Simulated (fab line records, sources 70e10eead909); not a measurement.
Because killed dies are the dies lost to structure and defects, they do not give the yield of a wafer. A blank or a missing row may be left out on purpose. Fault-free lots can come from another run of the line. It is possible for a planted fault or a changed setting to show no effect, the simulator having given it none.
Matching of chambers | flow nand harc | NHARC_P_GATE_ALD_36 on ald sin-02 has 4 sister chambers
The step deposits SiNx, target thk 20 nm, pulse time 60 s, ald cycles 223. 4 wafers are shown with their chamber, then 9 later ones without.

WAFERS WITH THEIR CHAMBER
wafer  | chamber | heater power w (W)
L086.6 | 3       | 799
L086.5 | 0       | 897
L088.6 | 1       | 906
L088.5 | 2       | 804

WAFERS WHOSE CHAMBER IS MISSING
wafer  | heater power w (W)
L090.2 | 896
L090.3 | 798
L090.4 | 830
L093.1 | 895
L093.3 | 804
L093.6 | 932
L097.4 | 928
L097.2 | 878
L097.6 | 881

WHICH CHAMBER EACH WENT THROUGH
wafer  | from the rows above     | in truth
L090.2 | can't be placed: 0 or 1 | 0
L090.3 | can't be placed: 3 or 2 | 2
L090.4 | can't be placed: 2 or 3 | 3
L093.1 | can't be placed: 0 or 1 | 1
L093.3 | can't be placed: 2 or 3 | 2
L093.6 | can't be placed: 1 or 0 | 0
L097.4 | can't be placed: 1 or 0 | 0
L097.2 | can't be placed: 0 or 1 | 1
L097.6 | can't be placed: 0 or 1 | 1
Placed correctly: 0 of 9. From these rows, 9 cannot be placed; in 9 the true chamber is one of the candidates. Number placed wrongly: 0.
How it was worked out, from the rows above alone: a wafer's distance from a chamber is the root of the sum, over the readings, of the square of ((its reading less the chamber's mean) divided by the reading's scatter). The wafer belongs to the nearest chamber; if the next one is less than 2 further off, it can't be placed. The mean given for a chamber averages the wafers shown for that chamber. The scatter: with one shown wafer a chamber, the root of the mean of the squares of how far each hidden wafer lies from its nearest shown one.
